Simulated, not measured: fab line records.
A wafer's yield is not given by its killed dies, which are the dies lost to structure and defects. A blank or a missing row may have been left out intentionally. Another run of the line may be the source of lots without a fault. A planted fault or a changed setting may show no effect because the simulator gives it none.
Split-lot experiment || flow n5_finfet || 7 lots, 21 wafers read, on a route of 1938 steps

## SPLIT DETAILS
At N5_FIN_SAQP_PEB_14 (peb time 60 s), the setting peb_time_s was moved away from the recipe's 60 s on 4 of the 21 wafers read, by -21.1% to +14.4%. All remaining wafers had this setting at the recipe value.

## FROM THE SPLIT ON TO THE READING: in between, the file shows 1 step
- N5_FIN_SAQP_DEVELOP_15: develop time 30 s

## THE READING
cd_nm, in nm, at N5_FIN_SAQP_CD_MEAS_16 (target cd 35.6 nm). Fault-free wafers of this fab line usually give 35.57 nm, standard deviation 0.28 nm.

{"wafer": "L074.1", "tool, chamber at the split": "litho_track-04, 0", "peb_time_s as run, s": 60, "against the recipe": "recipe", "cd_nm, nm": 35.63, "against lot-mates on the recipe": "-"}
{"wafer": "L074.4", "tool, chamber at the split": "litho_track-04, 0", "peb_time_s as run, s": 60, "against the recipe": "recipe", "cd_nm, nm": 35.15, "against lot-mates on the recipe": "-"}
{"wafer": "L074.5", "tool, chamber at the split": "litho_track-04, 0", "peb_time_s as run, s": 47.37, "against the recipe": "-21.1%", "cd_nm, nm": 38.88, "against lot-mates on the recipe": "+3.49"}
{"wafer": "L084.1", "tool, chamber at the split": "litho_track-04, 0", "peb_time_s as run, s": 68.65, "against the recipe": "+14.4%", "cd_nm, nm": 34.36, "against lot-mates on the recipe": -1.44}
{"wafer": "L084.2", "tool, chamber at the split": "litho_track-04, 0", "peb_time_s as run, s": 68.65, "against the recipe": "+14.4%", "cd_nm, nm": 34.46, "against lot-mates on the recipe": -1.34}
{"wafer": "L084.5", "tool, chamber at the split": "litho_track-04, 0", "peb_time_s as run, s": 60, "against the recipe": "recipe", "cd_nm, nm": 35.80, "against lot-mates on the recipe": "-"}
{"wafer": "L086.2", "tool, chamber at the split": "litho_track-03, 0", "peb_time_s as run, s": 60, "against the recipe": "recipe", "cd_nm, nm": 35.35, "against lot-mates on the recipe": "-"}
{"wafer": "L086.5", "tool, chamber at the split": "litho_track-03, 0", "peb_time_s as run, s": 60, "against the recipe": "recipe", "cd_nm, nm": 35.20, "against lot-mates on the recipe": "-"}
{"wafer": "L086.6", "tool, chamber at the split": "litho_track-03, 0", "peb_time_s as run, s": 60, "against the recipe": "recipe", "cd_nm, nm": 35.20, "against lot-mates on the recipe": "-"}
{"wafer": "L087.3", "tool, chamber at the split": "litho_track-03, 0", "peb_time_s as run, s": 60, "against the recipe": "recipe", "cd_nm, nm": 35.77, "against lot-mates on the recipe": "-"}
{"wafer": "L087.5", "tool, chamber at the split": "litho_track-03, 0", "peb_time_s as run, s": 60, "against the recipe": "recipe", "cd_nm, nm": 35.39, "against lot-mates on the recipe": "-"}
{"wafer": "L087.6", "tool, chamber at the split": "litho_track-03, 0", "peb_time_s as run, s": 60, "against the recipe": "recipe", "cd_nm, nm": 35.38, "against lot-mates on the recipe": "-"}
{"wafer": "L089.2", "tool, chamber at the split": "litho_track-03, 0", "peb_time_s as run, s": 60, "against the recipe": "recipe", "cd_nm, nm": 35.31, "against lot-mates on the recipe": "-"}
{"wafer": "L089.4", "tool, chamber at the split": "litho_track-03, 0", "peb_time_s as run, s": 60, "against the recipe": "recipe", "cd_nm, nm": 35.54, "against lot-mates on the recipe": "-"}
{"wafer": "L089.6", "tool, chamber at the split": "litho_track-03, 0", "peb_time_s as run, s": 60, "against the recipe": "recipe", "cd_nm, nm": 35.30, "against lot-mates on the recipe": "-"}
{"wafer": "L093.1", "tool, chamber at the split": "litho_track-03, 0", "peb_time_s as run, s": 60, "against the recipe": "recipe", "cd_nm, nm": 35.37, "against lot-mates on the recipe": "-"}
{"wafer": "L093.2", "tool, chamber at the split": "litho_track-03, 0", "peb_time_s as run, s": 60, "against the recipe": "recipe", "cd_nm, nm": 35.41, "against lot-mates on the recipe": "-"}
{"wafer": "L093.4", "tool, chamber at the split": "litho_track-03, 0", "peb_time_s as run, s": 60, "against the recipe": "recipe", "cd_nm, nm": 35.89, "against lot-mates on the recipe": "-"}
{"wafer": "L094.3", "tool, chamber at the split": "litho_track-04, 0", "peb_time_s as run, s": 60, "against the recipe": "recipe", "cd_nm, nm": 35.55, "against lot-mates on the recipe": "-"}
{"wafer": "L094.4", "tool, chamber at the split": "litho_track-04, 0", "peb_time_s as run, s": 53.21, "against the recipe": "-11.3%", "cd_nm, nm": 37.29, "against lot-mates on the recipe": "+1.72"}
{"wafer": "L094.5", "tool, chamber at the split": "litho_track-04, 0", "peb_time_s as run, s": 60, "against the recipe": "recipe", "cd_nm, nm": 35.59, "against lot-mates on the recipe": "-"}

THE FIT
A straight line over all 21 wafers: cd_nm changes by -0.124 nm for each +1% of peb_time_s; r = -0.93; the points scatter about the line by 0.35 nm.
The same after taking each lot's own level away (the mean of its wafers on the recipe; 21 wafers): -0.134 nm for each +1%; r = -0.96; scatter 0.26 nm.
Per that fit: largest peb_time_s move, reading shift of 2.8 nm.
Measured against the standard deviation above, the lots' own levels, which go from 35.250 to 35.800 nm, span 2.0 times it.
Hence the lot-to-lot level has little effect on the slope; both slopes agree.
Check: with one of the wafers moved furthest among these (-21.1%) left out of the fit, the line predicts +2.38 nm for it against its lot-mates. It came out at +3.49 nm against them.

## THE OTHER SPLITS THESE WAFERS WENT THROUGH
Before the reading, these wafers also passed through other splits. Each is held against what the fit with the lots' levels taken away leaves over:
{"other split on the same wafers": "N5_ZERO_LAYER_PECVD_02 time_s", "wafers away from the commonest value": 7, "r with cd_nm (lot level and that fit taken away)": -0.07}
{"other split on the same wafers": "N5_ZERO_LAYER_EXPOSE_08 dose_mj", "wafers away from the commonest value": 5, "r with cd_nm (lot level and that fit taken away)": -0.03}
{"other split on the same wafers": "N5_PMOS_HMC_CHANNEL_EPI_HM_DEP_34 time_s", "wafers away from the commonest value": 7, "r with cd_nm (lot level and that fit taken away)": -0.50}
{"other split on the same wafers": "N5_PMOS_HMC_CHANNEL_EPI_PEB_07 peb_temp_c", "wafers away from the commonest value": 10, "r with cd_nm (lot level and that fit taken away)": -0.15}

## THE FILE'S OWN FIT
cd_nm changes by -0.145 nm for each +1% of peb_time_s, r = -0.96.
